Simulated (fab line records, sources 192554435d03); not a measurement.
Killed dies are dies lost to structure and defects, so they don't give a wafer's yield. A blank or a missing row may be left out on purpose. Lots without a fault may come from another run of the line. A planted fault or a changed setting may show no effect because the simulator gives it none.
Chamber matching | flow n5_finfet | N5_PMOS_HMC_CHANNEL_EPI_CMP_21 on cmp-03: 4 sister chambers
The step polishes SiGe30, target thk 54 nm. 4 wafers are shown with their chamber, then 10 later ones without.

WAFERS WITH THEIR CHAMBER
wafer  | chamber | motor_current_A (A)
L083.4 | 2       | 10.8
L087.3 | 1       | 13.6
L088.1 | 3       | 12.0
L088.3 | 0       | 13.5

WAFERS WITHOUT THEIR CHAMBER
wafer  | motor_current_A (A)
L088.5 | 12.3
L091.1 | 10.2
L091.2 | 11.8
L091.6 | 11.6
L093.2 | 11.6
L093.4 | 10.2
L093.5 | 14.4
L097.1 | 15.0
L097.3 | 13.0
L097.5 | 12.3

WHICH CHAMBER EACH WENT THROUGH
wafer  | from the rows above               | in truth
L088.5 | can't be placed: 3 or 0 or 1 or 2 | 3
L091.1 | can't be placed: 2 or 3           | 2
L091.2 | can't be placed: 3 or 2           | 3
L091.6 | can't be placed: 3 or 2           | 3
L093.2 | can't be placed: 3 or 2           | 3
L093.4 | can't be placed: 2 or 3           | 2
L093.5 | can't be placed: 1 or 0           | 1
L097.1 | can't be placed: 1 or 0           | 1
L097.3 | can't be placed: 0 or 1 or 3      | 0
L097.5 | can't be placed: 3 or 0 or 1 or 2 | 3
Placed correctly: 0 of 10. Can't be placed from these rows: 10 (the true chamber is among the candidates in 10). Placed wrongly: 0.
How it was worked out, from the rows above alone: a wafer's distance from a chamber is the root of the sum, over the readings, of the square of ((its reading less the chamber's mean) divided by the reading's scatter). The wafer belongs to the nearest chamber; if the next one is less than 2 further off, it can't be placed. A chamber's mean is the mean of its shown wafers. The scatter: with one shown wafer a chamber, the root of the mean of the squares of how far each hidden wafer lies from its nearest shown one.
